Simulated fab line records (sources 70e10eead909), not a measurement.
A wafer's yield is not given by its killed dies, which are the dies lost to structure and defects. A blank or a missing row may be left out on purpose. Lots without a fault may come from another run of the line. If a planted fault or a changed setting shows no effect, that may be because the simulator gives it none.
Which tool is to blame? || flow nandHarc || 12 lots with 36 wafers sampled at 5 steps, on a route of 1302 steps

== WHAT THE GAUGES READ, wafer by wafer ==
NHARC_END_SORT_01. Usual: for defectLimitedYield, 90 % with a standard deviation of 3.3; for killedAtArray, 61 with a standard deviation of 22; for killedAtOther, 0.8 with a standard deviation of 1; for killedAtPeriphery, 3.8 with a standard deviation of 2.3; for killedDies, 66 with a standard deviation of 22; for killedOpen, 3.2 with a standard deviation of 1.9; for killedShort, 2.8 with a standard deviation of 1.8.
{"lot": "L691", "measured": "day 25 14:40", "on": "prober-02", "defectLimitedYield (%)": "86 83 87", "killedAtArray": "89 112 85", "killedAtOther": "0 1 1", "killedAtPeriphery": "3 2 3", "killedDies": "92 115 89", "killedOpen": "5 6 4", "killedShort": "6 4 4", "flag": ""}
{"lot": "L695", "measured": "day 26 23:20", "on": "prober-01", "defectLimitedYield (%)": "88 86 88", "killedAtArray": "80 87 75", "killedAtOther": "1 2 0", "killedAtPeriphery": "3 3 3", "killedDies": "84 92 78", "killedOpen": "5 3 3", "killedShort": "7 6 4", "flag": ""}
{"lot": "L699", "measured": "day 28 06:32", "on": "prober-01", "defectLimitedYield (%)": "91 92 92", "killedAtArray": "60 55 54", "killedAtOther": "1 0 1", "killedAtPeriphery": "2 2 1", "killedDies": "63 57 56", "killedOpen": "0 1 0", "killedShort": "3 4 2", "flag": ""}
{"lot": "L701", "measured": "day 28 10:52", "on": "prober-02", "defectLimitedYield (%)": "90 94 92", "killedAtArray": "68 39 55", "killedAtOther": "0 0 1", "killedAtPeriphery": "2 2 1", "killedDies": "70 41 57", "killedOpen": "3 2 2", "killedShort": "4 2 2", "flag": ""}
{"lot": "L702", "measured": "day 30 01:13", "on": "prober-02", "defectLimitedYield (%)": "89 88 88", "killedAtArray": "73 73 76", "killedAtOther": "1 1 1", "killedAtPeriphery": "1 4 2", "killedDies": "75 78 79", "killedOpen": "4 3 3", "killedShort": "2 3 4", "flag": ""}
{"lot": "L705", "measured": "day 31 11:17", "on": "prober-01", "defectLimitedYield (%)": "84 86 86", "killedAtArray": "102 91 81", "killedAtOther": "3 2 4", "killedAtPeriphery": "3 3 8", "killedDies": "108 96 93", "killedOpen": "7 0 7", "killedShort": "2 2 5", "flag": ""}

== WHAT TOOL EACH LOT RAN ON (gives the tool, then ch and the chambers of the sampled wafers, and finally the start) ==
{"lot": "L692", "NHARC_A_M0_CMP_23": "cmp-03 ch 0,2, day 23 17:21", "NHARC_A_M1_EXPOSE_06": "arfiScanner-03 ch 0, day 23 19:06", "NHARC_A_M1_DESCUM_14": "rieDiel-11 ch 0,2,3, day 23 19:25", "NHARC_A_M1_ETCH_15": "rieDiel-11 ch 0,1,2, no start"}
{"lot": "L690", "NHARC_A_M0_CMP_23": "cmp-02 ch 0,1,3, day 23 19:25", "NHARC_A_M1_EXPOSE_06": "arfiScanner-01 ch 0, day 23 21:07", "NHARC_A_M1_DESCUM_14": "rieDiel-11 ch 0,3, day 23 21:26", "NHARC_A_M1_ETCH_15": "rieDiel-11 ch 0,1,2, no start"}
{"lot": "L691", "NHARC_A_M0_CMP_23": "cmp-03 ch 0,1, day 23 22:52", "NHARC_A_M1_EXPOSE_06": "arfiScanner-01 ch 0, day 24 00:28", "NHARC_A_M1_DESCUM_14": "rieDiel-02 ch 2,3, day 24 00:47", "NHARC_A_M1_ETCH_15": "rieDiel-02 ch 2,3, day 25 14:40 or earlier"}
{"lot": "L695", "NHARC_A_M0_CMP_23": "cmp-02 ch 1,2,3, day 25 06:31", "NHARC_A_M1_EXPOSE_06": "arfiScanner-02 ch 0, day 25 08:07", "NHARC_A_M1_DESCUM_14": "rieDiel-02 ch 0,1,2, day 25 08:26", "NHARC_A_M1_ETCH_15": "rieDiel-02 ch 0,1,2, day 26 23:20 or earlier"}
{"lot": "L699", "NHARC_A_M0_CMP_23": "cmp-01 ch 0,1, day 26 15:56", "NHARC_A_M1_EXPOSE_06": "arfiScanner-03 ch 0, day 26 17:31", "NHARC_A_M1_DESCUM_14": "rieDiel-04 ch 0,2,3, day 26 17:51", "NHARC_A_M1_ETCH_15": "rieDiel-04 ch 2,3, day 28 06:32 or earlier"}
{"lot": "L701", "NHARC_A_M0_CMP_23": "cmp-02 ch 0,2,3, day 26 19:50", "NHARC_A_M1_EXPOSE_06": "arfiScanner-01 ch 0, day 26 21:29", "NHARC_A_M1_DESCUM_14": "rieDiel-11 ch 1,2, day 26 21:49", "NHARC_A_M1_ETCH_15": "rieDiel-11 ch 1,2, day 28 10:52 or earlier"}
{"lot": "L702", "NHARC_A_M0_CMP_23": "cmp-02 ch 1,2,3, day 28 09:26", "NHARC_A_M1_EXPOSE_06": "arfiScanner-03 ch 0, day 28 11:04", "NHARC_A_M1_DESCUM_14": "rieDiel-04 ch 2,3, day 28 11:23", "NHARC_A_M1_ETCH_15": "rieDiel-04 ch 0,1,2, day 30 01:13 or earlier"}
{"lot": "L703", "NHARC_A_M0_CMP_23": "cmp-03 ch 1,3, day 28 13:34", "NHARC_A_M1_EXPOSE_06": "arfiScanner-02 ch 0, day 28 15:18", "NHARC_A_M1_DESCUM_14": "rieDiel-11 ch 0,2,3, day 28 15:39", "NHARC_A_M1_ETCH_15": "rieDiel-11 ch 2,3, no start"}
{"lot": "L705", "NHARC_A_M0_CMP_23": "cmp-01 ch 1,2, day 29 20:23", "NHARC_A_M1_EXPOSE_06": "arfiScanner-02 ch 0, day 29 22:07", "NHARC_A_M1_DESCUM_14": "rieDiel-02 ch 1,2,3, day 29 22:27", "NHARC_A_M1_ETCH_15": "rieDiel-02 ch 0,1,2, day 31 11:17 or earlier"}
{"lot": "L707", "NHARC_A_M0_CMP_23": "cmp-01 ch 0,1,3, day 30 10:05", "NHARC_A_M1_EXPOSE_06": "arfiScanner-01 ch 0, day 30 11:50", "NHARC_A_M1_DESCUM_14": "rieDiel-11 ch 0,1,3, day 30 12:10", "NHARC_A_M1_ETCH_15": "rieDiel-11 ch 0,2,3, no start"}
{"lot": "L709", "NHARC_A_M0_CMP_23": "cmp-03 ch 1,2, day 30 16:43", "NHARC_A_M1_EXPOSE_06": "arfiScanner-01 ch 0, day 30 18:25", "NHARC_A_M1_DESCUM_14": "rieDiel-11 ch 0,1, day 30 18:45", "NHARC_A_M1_ETCH_15": "rieDiel-11 ch 0,1,3, no start"}
{"lot": "L711", "NHARC_A_M0_CMP_23": "cmp-02 ch 0,1,3, day 32 02:02", "NHARC_A_M1_EXPOSE_06": "arfiScanner-02 ch 0, day 32 03:38", "NHARC_A_M1_DESCUM_14": "rieDiel-04 ch 0,1,2, day 32 03:58", "NHARC_A_M1_ETCH_15": "rieDiel-04 ch 0,1,3, no start"}
- NHARC_A_M0_CMP_23: polishes, t overpolish 20 s, target thk 113.75 nm.
- NHARC_A_M1_EXPOSE_06: exposes mask A M1, target cd 120 nm.
- NHARC_A_M1_DESCUM_14: chemistry O2, time 3 s.
- NHARC_A_M1_ETCH_15: etches the open film in C4F8/Ar, target depth 182.5 nm, time 91.2 s.

== WHAT THE TOOLS THEMSELVES READ (means of the sampled wafers that have a number; where no wafer has one, the mark that the record gives instead) ==
NHARC_A_M0_CMP_23. Usual: motorCurrentA 11.9 A, standard deviation 1.2; timeToEndpointS 28.1 s, standard deviation 2.2.
{"lot": "L692", "tool": "cmp-03", "motorCurrentA (A)": 11.7, "timeToEndpointS (s)": 28.6, "flag": ""}
{"lot": "L690", "tool": "cmp-02", "motorCurrentA (A)": 11.6, "timeToEndpointS (s)": 27.8, "flag": ""}
{"lot": "L691", "tool": "cmp-03", "motorCurrentA (A)": 13.4, "timeToEndpointS (s)": 27.4, "flag": ""}
{"lot": "L695", "tool": "cmp-02", "motorCurrentA (A)": 11.6, "timeToEndpointS (s)": 25.3, "flag": ""}
{"lot": "L699", "tool": "cmp-01", "motorCurrentA (A)": 11.4, "timeToEndpointS (s)": 29.6, "flag": ""}
{"lot": "L701", "tool": "cmp-02", "motorCurrentA (A)": 11.9, "timeToEndpointS (s)": 23.7, "flag": ""}
{"lot": "L702", "tool": "cmp-02", "motorCurrentA (A)": 11.5, "timeToEndpointS (s)": 27.7, "flag": ""}
{"lot": "L703", "tool": "cmp-03", "motorCurrentA (A)": 13.0, "timeToEndpointS (s)": 29.2, "flag": ""}
{"lot": "L705", "tool": "cmp-01", "motorCurrentA (A)": 11.7, "timeToEndpointS (s)": 29.7, "flag": ""}
{"lot": "L707", "tool": "cmp-01", "motorCurrentA (A)": 11.8, "timeToEndpointS (s)": 29.8, "flag": ""}
{"lot": "L709", "tool": "cmp-03", "motorCurrentA (A)": 12.0, "timeToEndpointS (s)": 28.8, "flag": ""}
{"lot": "L711", "tool": "cmp-02", "motorCurrentA (A)": 11.6, "timeToEndpointS (s)": 29.3, "flag": ""}

NHARC_A_M1_EXPOSE_06. Usual: exposureDoseMJCm2 75.05, standard deviation 0.088; focusOffsetNm -0.1 nm, standard deviation 0.48; reticleTempC 23.02 C, standard deviation 0.11.
{"lot": "L692", "tool": "arfiScanner-03", "exposureDoseMJCm2": 75.01, "focusOffsetNm (nm)": -0.9, "reticleTempC (C)": 22.86, "flag": ""}
{"lot": "L690", "tool": "arfiScanner-01", "exposureDoseMJCm2": 75.02, "focusOffsetNm (nm)": 0.2, "reticleTempC (C)": 23.18, "flag": ""}
{"lot": "L691", "tool": "arfiScanner-01", "exposureDoseMJCm2": 75.06, "focusOffsetNm (nm)": 0.0, "reticleTempC (C)": 22.95, "flag": ""}
{"lot": "L695", "tool": "arfiScanner-02", "exposureDoseMJCm2": 75.17, "focusOffsetNm (nm)": -0.4, "reticleTempC (C)": 23.00, "flag": ""}
{"lot": "L699", "tool": "arfiScanner-03", "exposureDoseMJCm2": 73.49, "focusOffsetNm (nm)": -0.3, "reticleTempC (C)": 23.02, "flag": "OFF"}
{"lot": "L701", "tool": "arfiScanner-01", "exposureDoseMJCm2": 75.02, "focusOffsetNm (nm)": -0.0, "reticleTempC (C)": 23.03, "flag": ""}
{"lot": "L702", "tool": "arfiScanner-03", "exposureDoseMJCm2": 73.74, "focusOffsetNm (nm)": -0.2, "reticleTempC (C)": 22.97, "flag": "OFF"}
{"lot": "L703", "tool": "arfiScanner-02", "exposureDoseMJCm2": 74.99, "focusOffsetNm (nm)": 0.2, "reticleTempC (C)": 22.96, "flag": ""}
{"lot": "L705", "tool": "arfiScanner-02", "exposureDoseMJCm2": 75.13, "focusOffsetNm (nm)": 0.1, "reticleTempC (C)": 23.08, "flag": ""}
{"lot": "L707", "tool": "arfiScanner-01", "exposureDoseMJCm2": 74.97, "focusOffsetNm (nm)": 0.1, "reticleTempC (C)": 22.94, "flag": ""}
{"lot": "L709", "tool": "arfiScanner-01", "exposureDoseMJCm2": 75.08, "focusOffsetNm (nm)": -0.4, "reticleTempC (C)": 22.89, "flag": ""}
{"lot": "L711", "tool": "arfiScanner-02", "exposureDoseMJCm2": 75.13, "focusOffsetNm (nm)": 0.5, "reticleTempC (C)": 23.16, "flag": ""}

NHARC_A_M1_DESCUM_14. Usual: drypumpMotorCurrentA 5.8 A, standard deviation 0.44; oesProductAu 1.000 a.u., standard deviation 0.0067; rfVppV 57.9 V, standard deviation 0.96; showerheadPlenumPTorr 1.92 Torr, standard deviation 0.085; throttleValvePct 11.311 %, standard deviation 0.0095.
{"lot": "L692", "tool": "rieDiel-11", "drypumpMotorCurrentA (A)": 5.5, "oesProductAu (a.u.)": 0.998, "rfVppV (V)": 57.8, "showerheadPlenumPTorr (Torr)": 1.97, "throttleValvePct (%)": 11.310, "flag": ""}
{"lot": "L690", "tool": "rieDiel-11", "drypumpMotorCurrentA (A)": 5.3, "oesProductAu (a.u.)": 0.995, "rfVppV (V)": 58.3, "showerheadPlenumPTorr (Torr)": 1.93, "throttleValvePct (%)": 11.303, "flag": ""}
{"lot": "L691", "tool": "rieDiel-02", "drypumpMotorCurrentA (A)": 5.6, "oesProductAu (a.u.)": 1.007, "rfVppV (V)": 57.6, "showerheadPlenumPTorr (Torr)": 1.95, "throttleValvePct (%)": 11.319, "flag": ""}
{"lot": "L695", "tool": "rieDiel-02", "drypumpMotorCurrentA (A)": 6.0, "oesProductAu (a.u.)": 1.002, "rfVppV (V)": 58.2, "showerheadPlenumPTorr (Torr)": 1.92, "throttleValvePct (%)": 11.305, "flag": ""}
{"lot": "L699", "tool": "rieDiel-04", "drypumpMotorCurrentA (A)": 6.1, "oesProductAu (a.u.)": 0.998, "rfVppV (V)": 58.0, "showerheadPlenumPTorr (Torr)": 1.85, "throttleValvePct (%)": 11.301, "flag": ""}
{"lot": "L701", "tool": "rieDiel-11", "drypumpMotorCurrentA (A)": 5.8, "oesProductAu (a.u.)": 1.000, "rfVppV (V)": 57.7, "showerheadPlenumPTorr (Torr)": 1.97, "throttleValvePct (%)": 11.314, "flag": ""}
{"lot": "L702", "tool": "rieDiel-04", "drypumpMotorCurrentA (A)": 5.7, "oesProductAu (a.u.)": 1.003, "rfVppV (V)": 57.8, "showerheadPlenumPTorr (Torr)": 1.87, "throttleValvePct (%)": 11.313, "flag": ""}
{"lot": "L703", "tool": "rieDiel-11", "drypumpMotorCurrentA (A)": 5.5, "oesProductAu (a.u.)": 0.994, "rfVppV (V)": 58.0, "showerheadPlenumPTorr (Torr)": 1.97, "throttleValvePct (%)": 11.314, "flag": ""}
{"lot": "L705", "tool": "rieDiel-02", "drypumpMotorCurrentA (A)": 5.8, "oesProductAu (a.u.)": 1.000, "rfVppV (V)": 58.3, "showerheadPlenumPTorr (Torr)": 1.96, "throttleValvePct (%)": 11.313, "flag": ""}
{"lot": "L707", "tool": "rieDiel-11", "drypumpMotorCurrentA (A)": 5.7, "oesProductAu (a.u.)": 0.994, "rfVppV (V)": 56.6, "showerheadPlenumPTorr (Torr)": 1.88, "throttleValvePct (%)": 11.315, "flag": ""}
{"lot": "L709", "tool": "rieDiel-11", "drypumpMotorCurrentA (A)": 5.9, "oesProductAu (a.u.)": 0.998, "rfVppV (V)": 57.7, "showerheadPlenumPTorr (Torr)": 1.87, "throttleValvePct (%)": 11.311, "flag": ""}
{"lot": "L711", "tool": "rieDiel-04", "drypumpMotorCurrentA (A)": 6.0, "oesProductAu (a.u.)": 1.001, "rfVppV (V)": 57.2, "showerheadPlenumPTorr (Torr)": 1.89, "throttleValvePct (%)": 11.315, "flag": ""}

NHARC_A_M1_ETCH_15. Usual: oesProductAu 0.956 a.u., standard deviation 0.019; rfVppV 441.2 V, standard deviation 2.8.
{"lot": "L692", "tool": "rieDiel-11", "oesProductAu (a.u.)": 0.962, "rfVppV (V)": 441.2, "flag": ""}
{"lot": "L690", "tool": "rieDiel-11", "oesProductAu (a.u.)": 0.920, "rfVppV (V)": 441.6, "flag": ""}
{"lot": "L691", "tool": "rieDiel-02", "oesProductAu (a.u.)": 0.925, "rfVppV (V)": 442.7, "flag": ""}
{"lot": "L695", "tool": "rieDiel-02", "oesProductAu (a.u.)": 0.975, "rfVppV (V)": 441.4, "flag": ""}
{"lot": "L699", "tool": "rieDiel-04", "oesProductAu (a.u.)": 0.952, "rfVppV (V)": 440.6, "flag": ""}
{"lot": "L701", "tool": "rieDiel-11", "oesProductAu (a.u.)": 0.961, "rfVppV (V)": 442.3, "flag": ""}
{"lot": "L702", "tool": "rieDiel-04", "oesProductAu (a.u.)": 0.922, "rfVppV (V)": 440.4, "flag": ""}
{"lot": "L703", "tool": "rieDiel-11", "oesProductAu (a.u.)": 0.948, "rfVppV (V)": 443.6, "flag": ""}
{"lot": "L705", "tool": "rieDiel-02", "oesProductAu (a.u.)": 0.931, "rfVppV (V)": 441.3, "flag": ""}
{"lot": "L707", "tool": "rieDiel-11", "oesProductAu (a.u.)": 0.957, "rfVppV (V)": 442.5, "flag": ""}
{"lot": "L709", "tool": "rieDiel-11", "oesProductAu (a.u.)": 0.963, "rfVppV (V)": 440.1, "flag": ""}
{"lot": "L711", "tool": "rieDiel-04", "oesProductAu (a.u.)": 0.960, "rfVppV (V)": 440.8, "flag": ""}

== THE ANSWER, worked out from the rows above alone ==
Rule: a lot counts as off when the mean over its wafers that have a number is more than 3 standard deviations away from the usual mean. A lot without any number at a reading at which 4 lots or more have one is off too. Where the step has rows for the other lots, those lots are counted as sound. Order of review: gauges by route order, followed by the tools' own readings, for which a lot's mean as printed above is used. At the first step where some lot is off, the reading lying furthest off is the one used; lots without a number count as furthest.
Off: L699, L702 (NHARC_A_M1_EXPOSE_06, exposureDoseMJCm2).
If a tool, at that step or one of the process steps before it, ran each lot that is off and ran no sound lot following the first of them, it fits. One candidate fits, namely arfiScanner-03 at NHARC_A_M1_EXPOSE_06. A fault onset in the window from L692 (day 23 19:06, its last sound lot) to L699 (day 26 17:31, its first lot off) fits.
On the lots that are off, the tool's own readings at NHARC_A_M1_EXPOSE_06 differ by more than 5 times the standard deviation of the sound lots' means, which bears it out; exposureDoseMJCm2 reads 73.61 there versus 75.06 on the sound lots.

== WHAT THE SIMULATOR PUT IN ==
Process parameters drifting: arfiScanner-03 at NHARC_A_M1_EXPOSE_06, beginning at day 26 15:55. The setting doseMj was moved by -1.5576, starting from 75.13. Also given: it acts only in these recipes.
Lots struck among those shown: L699, L702. The rule above found the same.
